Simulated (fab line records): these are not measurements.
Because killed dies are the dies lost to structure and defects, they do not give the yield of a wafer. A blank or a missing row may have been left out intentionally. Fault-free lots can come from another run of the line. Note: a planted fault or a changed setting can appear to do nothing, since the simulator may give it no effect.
fab line records | flow nand-harc
[record] lots = 5 wafers = 14 last-day = 32
route steps=1302 shown A_STAIRCASE@671 END@1302
lots with no fault: from the same line, run without faults
start-h: start of the lot's first displayed wafer, in hours after the record's first day | wait-h: hours from the lot's prior step to this one | " the same as in the row above | L1.1+2: one row covering several wafers at once | - either no value or no given start | * or withheld: withheld | < > ~ a bound
route shown NAME@n: names a module that has steps shown in the file, with the first one's number in the route | usual: mean and standard deviation over wafers with no fault | same: alike in all rows | chamber/n: place in a boat | sites: the reading at each site | _std_site: standard deviation across them | _edge_site: the outer-site mean with the inner-site mean subtracted | radius-mm: how far each site lies from the wafer's centre | mask NAME#n: copy n | behind: the most recent tool/chamber to have shaped the wafer | hold: the reason the lot was held/the length of the hold in hours/how it ended | device: whichever transistor did not switch (one of n, p or np) | end of line: tests run on the same wafers once the route is complete | a step without rows: its recipe alone | killed: dies lost to structure and defects at the first sort, not the wafer's yield | map: per-die view of a wafer (x killed, . not killed, _ where there is no die)
set.NAME: the run value of the setting; set.NAME@STEP: its run value at that earlier step | model.NAME: the simulator's own value behind a step, which no gauge read
lots at selected steps of the route; one table per step, one row per wafer
services: when a tool's chamber went out of use (start-h, in hours from the record's first day, below 0 if earlier), for how many hours, and the reason
[[steps]]
[step NHARC_A_STAIRCASE_ETCH_15]
[recipe] target-depth-a = 1000 time-s = 40.5 ion-energy-ev = 400 c4f8-flow-sccm = 20 o2-flow-sccm = 10 ar-flow-sccm = withheld rf-w = 600 bias-w = 1000 chemistry = C4F8/O2
[usual] oes-product-au = 0.941/0.011 rf-vpp-V = 894/6.5
// columns lot.wafer tool chamber start-h wait-h oes-product-au rf-hours-counter-h rf-vpp-V
L880.1 rie-diel-11 3 - - 0.922 36 894
L880.5 " 1 " " 0.922 - 890
L880.6 " 3 " " 0.931 - 894
L883.4 rie-diel-05 2 - - 0.944 1 898
L883.3 " 3 " " 0.949 1 897
L883.6 " 3 " " 0.958 - 898
L889.3 rie-diel-09 3 - - 0.947 56 887
L889.5 " 3 " " 0.929 - 887
L897.3 rie-diel-09 3 - - 0.957 13 906
L897.1 " 0 " " 0.938 10 905
L897.4 " 2 " " 0.950 15 898
L898.4 rie-diel-09 3 - - 0.956 19 905
L898.6 " 1 " " 0.952 - 898
L898.5 " 2 " " 0.947 - 897
[step NHARC_A_STAIRCASE_TRIM_16]
[recipe] time-s = 211.2 o2-flow-sccm = 500 ar-flow-sccm = 0 bias-w = 0 chemistry = O2
[step NHARC_A_STAIRCASE_ETCH_17]
[recipe] target-depth-a = 1000 time-s = 40.5 ion-energy-ev = 400 c4f8-flow-sccm = 20 o2-flow-sccm = 10 ar-flow-sccm = withheld rf-w = 600 bias-w = 1000 chemistry = C4F8/O2
[usual] oes-product-au = 0.940/0.011 rf-vpp-V = 894/6.4
// columns lot.wafer tool chamber start-h wait-h oes-product-au rf-hours-counter-h rf-vpp-V
L880.1 rie-diel-11 1 - - 0.928 38 889
L880.5 " 1 " " 0.923 - 891
L880.6 " 2 " " 0.942 - 888
L883.4 rie-diel-05 0 - - 0.939 1 889
L883.3 " 1 " " 0.932 1 887
L883.6 " 0 " " 0.937 - 889
L889.3 rie-diel-09 3 - - 0.930 56 885
L889.5 " 3 " " 0.935 - 888
L897.3 rie-diel-09 0 - - 0.946 10 907
L897.1 " 1 " " 0.937 12 900
L897.4 " 2 " " 0.936 15 897
L898.4 rie-diel-09 0 - - 0.950 18 905
L898.5 " 0 " " 0.948 - 905
L898.6 " 1 " " 0.943 - 897
[step NHARC_A_STAIRCASE_TRIM_18]
[recipe] time-s = 211.2 o2-flow-sccm = 500 ar-flow-sccm = 0 bias-w = 0 chemistry = O2
[usual] drypump-motor-current-A = 5.68/0.28 oes-product-au = 0.998/0.0093 rf-vpp-V = 57.6/0.89 run-length-s = 232.6/0.49 showerhead-plenum-p-Torr = 3.48/0.17 throttle-valve-pct = 17.037/0.0088
// columns lot.wafer tool chamber start-h wait-h drypump-motor-current-A oes-product-au rf-hours-counter-h rf-vpp-V run-length-s showerhead-plenum-p-Torr throttle-valve-pct
L880.1 rie-diel-11 2 - - 6.04 0.999 37 56.5 231.6 3.28 17.031
L880.5 " 2 " " 6.09 1.006 - 57.1 231.5 3.28 17.038
L880.6 " 1 " " 5.48 0.991 - 58.4 232.7 3.35 17.040
L883.3 rie-diel-05 1 - - 5.81 0.997 1 56.8 232.1 3.33 17.035
L883.4 " 3 " " 6.04 0.997 1 58.1 231.8 3.57 17.035
L883.6 " 0 " " 5.57 0.999 - 56.5 232.1 3.35 17.031
L889.3 rie-diel-09 2 - - 5.89 0.993 56 59.1 232.4 3.58 17.015
L889.5 " 3 " " 5.36 0.990 - 57.1 233.4 3.28 17.038
L897.4 rie-diel-09 2 - - 5.83 1.001 15 58.7 232.9 3.57 17.042
L897.3 " 3 " " 5.37 1.015 13 57.9 232.8 3.80 17.038
L897.1 " 0 " " 5.31 1.003 10 57.9 232.3 3.80 17.030
L898.4 rie-diel-09 2 - - 5.87 0.989 21 58.1 232.5 3.57 17.045
L898.5 " 3 " " 5.35 1.001 - 56.8 233.1 3.80 17.037
L898.6 " 0 " " 5.33 1.000 - 58.9 232.8 3.79 17.043
[step NHARC_A_STAIRCASE_ETCH_19]
[recipe] target-depth-a = 1000 time-s = 40.5 ion-energy-ev = 400 c4f8-flow-sccm = 20 o2-flow-sccm = 10 ar-flow-sccm = withheld rf-w = 600 bias-w = 1000 chemistry = C4F8/O2
[step NHARC_A_STAIRCASE_TRIM_20]
[recipe] time-s = 211.2 o2-flow-sccm = 500 ar-flow-sccm = 0 bias-w = 0 chemistry = O2
[step NHARC_A_STAIRCASE_ETCH_21]
[recipe] target-depth-a = 1000 time-s = 40.5 ion-energy-ev = 400 c4f8-flow-sccm = 20 o2-flow-sccm = 10 ar-flow-sccm = withheld rf-w = 600 bias-w = 1000 chemistry = C4F8/O2
[step NHARC_A_STAIRCASE_TRIM_22]
[recipe] time-s = 211.2 o2-flow-sccm = 500 ar-flow-sccm = 0 bias-w = 0 chemistry = O2
[step NHARC_A_STAIRCASE_ETCH_23]
[recipe] target-depth-a = 1000 time-s = 40.5 ion-energy-ev = 400 c4f8-flow-sccm = 20 o2-flow-sccm = 10 ar-flow-sccm = withheld rf-w = 600 bias-w = 1000 chemistry = C4F8/O2
[step NHARC_A_STAIRCASE_TRIM_24]
[recipe] time-s = 211.2 o2-flow-sccm = 500 ar-flow-sccm = 0 bias-w = 0 chemistry = O2
[step NHARC_A_STAIRCASE_ETCH_25]
[recipe] target-depth-a = 1000 time-s = 40.5 ion-energy-ev = 400 c4f8-flow-sccm = 20 o2-flow-sccm = 10 ar-flow-sccm = withheld rf-w = 600 bias-w = 1000 chemistry = C4F8/O2
[usual] oes-product-au = 0.942/0.012 rf-vpp-V = 895/6.3
// columns lot.wafer tool chamber start-h wait-h oes-product-au rf-hours-counter-h rf-vpp-V
L880.1 rie-diel-09 0 - - 0.925 24 887
L880.5 " 3 " " 0.931 - 888
L880.6 " 0 " " 0.917 - 886
L883.3 rie-diel-05 2 - - 0.942 2 900
L883.4 " 0 " " 0.958 2 888
L883.6 " 2 " " 0.939 - 898
L889.3 rie-diel-05 1 - - 0.937 20 889
L889.5 " 3 " " 0.943 - 897
L897.3 rie-diel-09 3 - - 0.949 14 906
L897.1 " 1 " " 0.926 13 899
L897.4 " 2 " " 0.943 16 897
L898.4 rie-diel-11 1 - - 0.964 45 887
L898.6 " 3 " " 0.933 - 893
L898.5 " 0 " " 0.943 - 888
[step NHARC_A_STAIRCASE_TRIM_26]
[recipe] time-s = 211.2 o2-flow-sccm = 500 ar-flow-sccm = 0 bias-w = 0 chemistry = O2
[usual] drypump-motor-current-A = 5.70/0.28 oes-product-au = 0.997/0.0087 rf-vpp-V = 57.8/0.99 run-length-s = 232.6/0.47 showerhead-plenum-p-Torr = 3.51/0.18 throttle-valve-pct = 17.037/0.0086
// columns lot.wafer tool chamber start-h wait-h drypump-motor-current-A oes-product-au rf-hours-counter-h rf-vpp-V run-length-s showerhead-plenum-p-Torr throttle-valve-pct
L880.1 rie-diel-09 2 384.85 - 5.88 0.991 19 57.4 232.6 3.60 17.035
L880.6 " 2 " " 5.91 0.995 - 57.4 232.6 3.60 17.034
L880.5 " 3 " " 5.34 0.988 - 56.6 232.8 3.30 17.049
L883.3 rie-diel-05 1 419.53 - 5.77 0.992 2 58.2 232.3 3.33 17.028
L883.4 " 3 " " 6.04 0.992 1 58.6 232.0 3.57 17.025
L883.6 " 0 " " 5.58 0.991 - 56.5 232.4 3.35 17.040
L889.3 rie-diel-05 2 477.36 - 6.11 0.995 16 57.1 232.4 3.59 17.037
L889.5 " 2 " " 6.09 0.998 - 57.8 255.5 3.59 17.042
L897.4 rie-diel-09 3 547.14 - 5.34 0.995 14 58.5 232.9 3.80 17.022
L897.1 " 1 " " 5.46 0.997 13 58.3 233.0 3.60 17.038
L897.3 " 2 " " 5.84 0.996 16 59.1 232.9 3.57 17.041
L898.4 rie-diel-11 3 565.17 - 5.71 0.979 43 58.4 232.6 3.45 17.052
L898.6 " 1 " " 5.49 1.001 - 56.2 232.7 3.31 17.036
L898.5 " 2 " " 6.08 0.993 - 58.2 231.5 3.78 17.041
[step NHARC_A_STAIRCASE_ETCH_27]
[recipe] target-depth-a = 1000 time-s = 40.5 ion-energy-ev = 400 c4f8-flow-sccm = 20 o2-flow-sccm = 10 ar-flow-sccm = withheld rf-w = 600 bias-w = 1000 chemistry = C4F8/O2
[usual] oes-product-au = 0.941/0.0098 rf-vpp-V = 895/6.7
// columns lot.wafer tool chamber start-h wait-h oes-product-au rf-hours-counter-h rf-vpp-V
L880.1 rie-diel-09 3 - - 0.938 22 889
L880.6 " 2 " " 0.923 - 899
L880.5 " 3 " " 0.937 - 886
L883.3 rie-diel-05 2 - - 0.938 2 898
L883.4 " 3 " " 0.944 1 898
L883.6 " 1 " " 0.932 - 887
L889.3 rie-diel-05 2 - - 0.935 16 898
L889.5 " 0 " " 0.947 - 888
L897.4 rie-diel-09 3 - - 0.942 14 906
L897.3 " 1 " " 0.955 13 899
L897.1 " 2 " " 0.949 16 897
L898.4 rie-diel-11 1 - - 0.939 45 888
L898.5 " 1 " " 0.938 - 889
L898.6 " 2 " " 0.949 - 906
[step NHARC_END_SORT_01]
[recipe] temp-c = 25
[usual] killed-at-array = 53/21 killed-at-other = 1.1/1.5 killed-at-periphery = 3.9/2.7 killed-dies = 58/21 killed-open = 3.4/1.9 killed-short = 2.3/1.5
[same] gross-dies = 677
// columns lot.wafer tool chamber start-h wait-h killed-at-array killed-at-other killed-at-periphery killed-dies killed-open killed-short
L883.3 prober-01 0 635.57 3.1 40 0 2 42 1 0
L883.4 prober-01 0 636.37 3.4 51 1 2 54 2 4
L883.6 prober-01 0 637.95 4.0 47 1 1 49 4 3
L889.3 prober-02 0 697.37 3.1 75 1 4 80 7 3
L889.5 prober-02 0 698.99 3.7 80 0 1 81 5 3
// killed by level:class
L883.3 A_CHANNEL_HOLE_D2:chamber-film-flake=21 A_CHANNEL_HOLE_D1:chamber-film-flake=7 A_STAIRCASE:chamber-film-flake=6 A_CONTACT:chamber-film-flake=3 A_CHANNEL_FILL_D1:chamber-film-flake=2 P_M0:geometric-particle:open=1 P_BONDPAD:chamber-film-flake=1 A_SLIT:chamber-film-flake=1
L883.4 A_CHANNEL_HOLE_D2:chamber-film-flake=28 A_CONTACT:chamber-film-flake=6 A_CHANNEL_HOLE_D1:chamber-film-flake=3 A_CHANNEL_FILL_D1:chamber-film-flake=3 A_STAIRCASE:chamber-film-flake=3 A_SGD_CUT:geometric-particle:open=2 A_M1:chamber-film-flake=2 P_M0:geometric-particle:short=1
L883.6 A_CHANNEL_HOLE_D2:chamber-film-flake=28 A_CHANNEL_HOLE_D1:chamber-film-flake=3 A_STAIRCASE:chamber-film-flake=3 A_ONON_D1:geometric-particle:short=2 A_CHANNEL_FILL_D1:chamber-film-flake=2 A_CONTACT:chamber-film-flake=2 P_CONTACT:geometric-particle:short=1 A_CHANNEL_HOLE_D1:geometric-particle:open=1
L889.3 A_CHANNEL_HOLE_D1:chamber-film-flake=32 A_SLIT:chamber-film-flake=28 A_CONTACT:chamber-film-flake=6 P_CONTACT:geometric-particle:open=2 A_CHANNEL_FILL_D1:geometric-particle:short=2 A_ZERO_WELL:chamber-film-flake=2 A_WL_FILL:chamber-film-flake=2 P_GATE:geometric-particle:open=1
L889.5 A_CHANNEL_HOLE_D1:chamber-film-flake=38 A_SLIT:chamber-film-flake=27 A_WL_FILL:chamber-film-flake=3 A_CHANNEL_FILL_D1:geometric-particle:open=2 A_CONTACT:chamber-film-flake=2 A_BONDPAD:chamber-film-flake=2 P_GATE:geometric-particle:open=1 A_DECK1_JOINT:geometric-particle:short=1
[[services]]
// columns tool chamber start-h hours kind
rie-diel-09 0 378.62 - clean
rie-diel-09 1 378.62 - clean
rie-diel-09 2 378.62 - clean
rie-diel-09 3 378.62 - clean
rie-diel-11 3 395.85 1.2 repair
rie-diel-09 0 403.12 - clean
rie-diel-09 1 403.12 - clean
rie-diel-09 2 403.12 - clean
rie-diel-09 3 403.12 - clean
rie-diel-05 - 406.60 9.0 pm
rie-diel-09 0 428.10 - clean
rie-diel-09 1 428.10 - clean
rie-diel-09 2 428.10 - clean
rie-diel-09 3 428.10 - clean
rie-diel-11 - 435.80 9.0 pm
rie-diel-09 0 452.64 - clean
rie-diel-09 1 452.64 - clean
rie-diel-09 2 452.64 - clean
rie-diel-09 3 452.64 - clean
rie-diel-09 3 478.20 7.3 repair
rie-diel-09 - 498.49 9.0 pm
rie-diel-05 2 514.91 3.0 repair
rie-diel-05 0 554.66 1.3 repair
rie-diel-11 - 555.10 0.7 repair
[[key]]
[first-sign] step = NHARC_A_STAIRCASE_TRIM_26 reading = run-length-s direction = up sigmas = 49 usual = * struck = *
effect none on later readings
met-at NHARC_A_STAIRCASE_TRIM_26
struck-wafers L889.5
tester-left-out L889
onset-between 419.53 477.36
[fault] kind = process-parameter-drift tool = rie-diel-05 chamber = - onset-h = 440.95 steps = NHARC_A_STAIRCASE_TRIM_26 channel = time-s offset = * shape = step end-h = 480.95 scope = struck-wafers-only acts-in = * stated = *
// tester-left-out: of these lots the tester's yield and bins aren't shown, on N5 and GAA mostly nor the transistor test; their killed dies are dies lost to structure and defects alone, not to doping, threshold or leakage, so they don't give the yield
